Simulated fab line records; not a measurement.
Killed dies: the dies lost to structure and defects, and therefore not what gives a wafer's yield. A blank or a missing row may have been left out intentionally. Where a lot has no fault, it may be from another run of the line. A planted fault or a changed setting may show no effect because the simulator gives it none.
Which tool was responsible? / flow n5-finfet / 18 wafers sampled from 7 lots at 1 step of a route of 1938

WHAT THE GAUGES READ, wafer by wafer
N5_SDB_THK_MEAS_31.
lot=L742; measured=day 4 05:49; on=film-metro-02; SDB_THK (nm)=63.9 63.9 63.4
lot=L744; measured=day 4 22:38; on=film-metro-01; SDB_THK (nm)=65.3 64.1
lot=L751; measured=day 6 12:56; on=film-metro-01; SDB_THK (nm)=61.8 61.9
lot=L756; measured=day 7 15:42; on=film-metro-01; SDB_THK (nm)=62.7 61.6 62.9
lot=L759; measured=day 8 11:14; on=film-metro-01; SDB_THK (nm)=64.7 65.9
lot=L762; measured=day 9 03:14; on=film-metro-01; SDB_THK (nm)=63.1 65.7 62.9
lot=L764; measured=day 9 19:34; on=film-metro-02; SDB_THK (nm)=63.8 65.6 64.7

WHAT TOOL EACH LOT RAN ON (gives the tool, then ch and the chambers of the sampled wafers, and finally the start)
Before these readings, the record contains no process step.

THE ANSWER, worked out from the rows above alone
Rule: usual is defined by the lots themselves. Put in order of their means at a reading, lots are off if they are a third of the lots or fewer, leave a main group of 4 or more, and stand apart from it by a gap of 3 or more times the standard deviation of the main group's means; of several such gaps the widest counts. Not used: any main group whose means are identical at the precision the tables above print for the reading. Also off: a lot with no number at a reading for which 4 or more lots have one. All remaining lots with rows at the step are treated as sound.
Nothing can be told from this: no lot is off at any reading shown.

WHAT HAD BEEN PUT IN BY THE SIMULATOR
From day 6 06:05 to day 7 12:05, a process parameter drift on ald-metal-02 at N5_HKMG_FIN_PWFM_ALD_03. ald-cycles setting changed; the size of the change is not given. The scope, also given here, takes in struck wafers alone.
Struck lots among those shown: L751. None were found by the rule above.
